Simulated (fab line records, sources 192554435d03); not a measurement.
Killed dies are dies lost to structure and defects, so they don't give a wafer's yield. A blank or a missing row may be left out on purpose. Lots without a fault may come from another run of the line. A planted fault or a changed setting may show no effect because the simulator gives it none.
Problem report in the 8D (eight disciplines) form, filled by code | flow n5_finfet | the parts of the form that need people (team, actions taken, sign-off) are left out

1. THE PROBLEM
etch_rf_on_time_s at N5_BEOL_M7_ETCH_61 reads a mean of 134 s on 5 wafers of 2 lots; wafers without a fault read 77 s with a standard deviation of 3. That is +19 standard deviations from the usual mean.
The step: etches SiARC in CF4, target depth 45.5 nm, time 75.8 s.
First seen on wafer L413.4, day 12 23:36, on rie_diel-06. The record holds 31 wafers of 11 lots with a number at this step. Rule for "out", or "out of limits": more than 4 standard deviations from the usual mean. The other wafers with a number count as sound.

2. WHAT IT IS AND WHAT IT IS NOT
question                    | is                                     | is not
which readings at this step | etch_rf_on_time_s                      | drypump_motor_current_A, mfc_ar_sccm, showerhead_plenum_p_Torr, throttle_valve_pct
which lots                  | L413, L415                             | L398, L400, L403, L408, L409, L410, L414, L416, L419
which wafers of those lots  | L413.4, L413.6, L415.2, L415.4, L415.6 | L413.1
read on which tools         | rie_diel-06                            | rie_diel-02, rie_diel-03
when                        | from day 12 23:36                      | up to then (18 sound wafers); but 8 sound wafers of L414, L416, L419 came after

3. SUSPECTS, AND WHAT RULES EACH OUT
Counting: a tool at a process step up to the reading stays a suspect if it ran every lot that is out. Sound lots after the first of them don't rule it out here, since some wafers of a struck lot are sound.
- rie_diel-06 at N5_BEOL_M7_ETCH_61 (etches SiARC in CF4, target depth 45.5 nm, time 75.8 s): kept. It ran every lot that is out, first L413 (day 12 23:36); its last sound lot up to then is L410 (day 12 06:39). Its own readings are out on those wafers: etch_rf_on_time_s.
Left after counting: rie_diel-06 at N5_BEOL_M7_ETCH_61.

4. THE CAUSE (what the simulator had put in)
Process parameter drift: rie_diel-06, from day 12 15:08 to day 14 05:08, at N5_BEOL_M7_ETCH_61. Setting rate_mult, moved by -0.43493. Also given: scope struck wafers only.
Counting left only this tool.

5. THE CHAIN OF EFFECTS, in route order
Each row: a reading whose mean over the struck wafers that have a number lies more than 3 standard deviations from the usual. Only readings for which the record gives a usual standard deviation are gone through. hours: the time from each lot's start at the first step in this table that gives one to its start at this step, as a median over the lots. sigmas: the change in usual standard deviations.
hours | step               | reading           | usual | on struck wafers | change | sigmas
0     | N5_BEOL_M7_ETCH_61 | etch_rf_on_time_s | 77 s  | 134              | +57    | +19
The process steps in it:
- N5_BEOL_M7_ETCH_61: etches SiARC in CF4, target depth 45.5 nm, time 75.8 s.

6. WHAT WOULD HAVE CAUGHT IT SOONER
In this record the first reading out of limits was taken at day 12 23:36, 8 hours after the fault began at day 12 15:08.
